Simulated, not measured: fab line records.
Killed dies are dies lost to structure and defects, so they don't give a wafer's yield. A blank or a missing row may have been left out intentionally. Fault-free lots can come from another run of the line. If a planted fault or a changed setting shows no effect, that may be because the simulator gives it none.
Lot-split experiment | flow n5Finfet | route with 1938 steps; 7 lots, 21 wafers read

== ABOUT THE SPLIT ==
At N5_BEOL_M3_COAT_05 (resist thk 30 nm), the setting spinRpm was moved away from the recipe's 1500 rpm on 10 of the 21 wafers read, by -9.3% to +8.7%. The other wafers ran this setting at the recipe's value.

== FROM THE SPLIT TO THE READING: what the file shows between them, 4 steps ==
- N5_BEOL_M3_EBR_07
- N5_BEOL_M3_SOFTBAKE_06: time 60 s
- N5_BEOL_M3_EXPOSE_08: exposes mask M3
- N5_BEOL_M3_PEB_09: peb time 60 s

== THE READING ==
CAR-EUV_of_BEOL_M3_COAT_05.thkNm (the simulator's own value, which no gauge read), in nm, at N5_BEOL_M3_DEVELOP_10 (develop time 30 s). There is no usual value for it anywhere in the file. Across the 11 wafers here that went through the recipe, the average is 29.5 nm and the standard deviation 0.089 nm.

wafer  | tool, chamber at the split | spinRpm as run, rpm | against the recipe | CAR-EUV_of_BEOL_M3_COAT_05.thkNm, nm | against lot-mates on the recipe
L075.1 | lithoTrack-01, 0           | 1500                | recipe             | 29.6                                 | -
L075.2 | lithoTrack-01, 0           | 1408                | -6.1%              | 30.6                                 | +1.0
L075.5 | lithoTrack-01, 0           | 1408                | -6.1%              | 30.6                                 | +1.0
L081.1 | lithoTrack-01, 0           | 1500                | recipe             | 29.6                                 | -
L081.2 | lithoTrack-01, 0           | 1361                | -9.3%              | 31                                   | +1.5
L081.5 | lithoTrack-01, 0           | 1500                | recipe             | 29.4                                 | -
L084.1 | lithoTrack-05, 0           | 1500                | recipe             | 29.4                                 | -
L084.3 | lithoTrack-05, 0           | 1500                | recipe             | 29.6                                 | -
L084.6 | lithoTrack-05, 0           | 1500                | recipe             | 29.6                                 | -
L089.3 | lithoTrack-03, 0           | 1582                | +5.5%              | 28.8                                 | -0.6
L089.5 | lithoTrack-03, 0           | 1582                | +5.5%              | 28.8                                 | -0.6
L089.6 | lithoTrack-03, 0           | 1500                | recipe             | 29.4                                 | -
L092.3 | lithoTrack-01, 0           | 1631                | +8.7%              | 28.4                                 | -1.2
L092.4 | lithoTrack-01, 0           | 1500                | recipe             | 29.6                                 | -
L092.5 | lithoTrack-01, 0           | 1500                | recipe             | 29.6                                 | -
L094.1 | lithoTrack-03, 0           | 1588                | +5.9%              | 28.8                                 | -0.8
L094.3 | lithoTrack-03, 0           | 1588                | +5.9%              | 28.6                                 | -1.0
L094.6 | lithoTrack-03, 0           | 1500                | recipe             | 29.6                                 | -
L096.1 | lithoTrack-05, 0           | 1617                | +7.8%              | 28.4                                 | -1.2
L096.3 | lithoTrack-05, 0           | 1500                | recipe             | 29.6                                 | -
L096.6 | lithoTrack-05, 0           | 1617                | +7.8%              | 28.6                                 | -1.0

FIT RESULTS
A straight line over all 21 wafers: CAR-EUV_of_BEOL_M3_COAT_05.thkNm changes by -0.147 nm for each +1% of spinRpm; r = -0.99; the points scatter about the line by 0.1 nm.
The same after taking each lot's own level away (the mean of its wafers on the recipe; 21 wafers): -0.148 nm for each +1%; r = -0.99; scatter 0.099 nm.
According to that fit, moving spinRpm by its largest amount changes the reading by 1.4 nm.
From 29.40 to 29.60 nm: that is the span of the lots' own levels, equal to 2.2 times the standard deviation above.
The two slopes are in agreement: the lot-to-lot level therefore moves the slope only a little.
Check: with one of the wafers moved furthest among these (-9.3%) left out of the fit, the line predicts +1.37 nm for it against its lot-mates. It came out at +1.5 nm against them.

== ADDITIONAL SPLITS CARRIED BY THESE WAFERS ==
Before the reading, these wafers also passed through other splits. Each is held against what the fit with the lots' levels taken away leaves over:
other split on the same wafers           | wafers away from the commonest value | r with CAR-EUV_of_BEOL_M3_COAT_05.thkNm (lot level and that fit taken away)
N5_MOL_CONTACT_COAG_ALD_27 timeS         | 5                                    | +0.19
N5_BEOL_M0_SAQP_SPACER1_ALD_98 aldCycles | 8                                    | -0.16
N5_BEOL_M0_ETCH_128 sourceW              | 5                                    | +0.08
N5_BEOL_M2_ALD_98 aldCycles              | 8                                    | +0.18
N5_BEOL_M3_COAT_62 spinRpm               | 7                                    | +0.02

== THE WHOLE CHAIN: every reading that the file lists as answering this split, in the file's order ==
step                  | what it does      | reading                                                                           | change (the file's fit)               | r (the file's)
N5_BEOL_M3_COAT_05    | resist thk 30 nm  | CAR-EUV_of_BEOL_M3_COAT_05.thkNm (the simulator's own value, which no gauge read) | -0.145 nm for each +1% of the setting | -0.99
N5_BEOL_M3_DEVELOP_10 | develop time 30 s | CAR-EUV_of_BEOL_M3_COAT_05.thkNm (the simulator's own value, which no gauge read) | -0.147 nm for each +1% of the setting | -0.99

== THE FILE'S OWN FIT ==
CAR-EUV_of_BEOL_M3_COAT_05.thkNm changes by -0.147 nm for each +1% of spinRpm, r = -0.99.
